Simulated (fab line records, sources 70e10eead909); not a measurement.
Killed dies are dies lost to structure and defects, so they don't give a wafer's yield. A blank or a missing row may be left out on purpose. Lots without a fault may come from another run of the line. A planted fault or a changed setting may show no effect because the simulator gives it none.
Chamber matching | flow nand_harc | NHARC_A_CHANNEL_FILL_D2_ALD_02 on ald_hk-03: 4 sister chambers
The step deposits SiO2, target thk 6 nm, pulse time 10 s, ald cycles 60. 8 wafers are shown with their chamber, then 12 later ones without.

WAFERS WITH THEIR CHAMBER
wafer  | chamber | heater_power_outer_w (W) | heater_power_w (W)
L081.4 | 1       | 301                      | 510
L085.1 | 3       | 212                      | 396
L084.1 | 3       | 223                      | 389
L084.3 | 0       | 279                      | 457
L084.6 | 1       | 286                      | 495
L086.1 | 2       | 303                      | 543
L086.4 | 0       | 281                      | 452
L086.5 | 2       | 293                      | 560

WAFERS WITHOUT THEIR CHAMBER
wafer  | heater_power_outer_w (W) | heater_power_w (W)
L090.1 | 284                      | 479
L090.2 | 217                      | 385
L090.3 | 274                      | 452
L094.1 | 212                      | 396
L094.3 | 307                      | 553
L094.4 | 294                      | 497
L093.2 | 301                      | 549
L093.4 | 296                      | 503
L093.6 | 300                      | 557
L097.1 | 292                      | 565
L097.2 | 292                      | 490
L097.5 | 274                      | 464

WHICH CHAMBER EACH WENT THROUGH
wafer  | from the rows above     | in truth
L090.1 | can't be placed: 0 or 1 | 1
L090.2 | 3                       | 3
L090.3 | 0                       | 0
L094.1 | 3                       | 3
L094.3 | 2                       | 2
L094.4 | 1                       | 1
L093.2 | 2                       | 2
L093.4 | 1                       | 1
L093.6 | 2                       | 2
L097.1 | 2                       | 2
L097.2 | 1                       | 1
L097.5 | 0                       | 0
Placed correctly: 11 of 12. Can't be placed from these rows: 1 (the true chamber is among the candidates in 1). Placed wrongly: 0.
How it was worked out, from the rows above alone: a wafer's distance from a chamber is the root of the sum, over the readings, of the square of ((its reading less the chamber's mean) divided by the reading's scatter). The wafer belongs to the nearest chamber; if the next one is less than 2 further off, it can't be placed. A chamber's mean is the mean of its shown wafers. The scatter: the root of (the sum of the squares of (reading less its chamber's mean) over the shown wafers, divided by (wafers less chambers)).
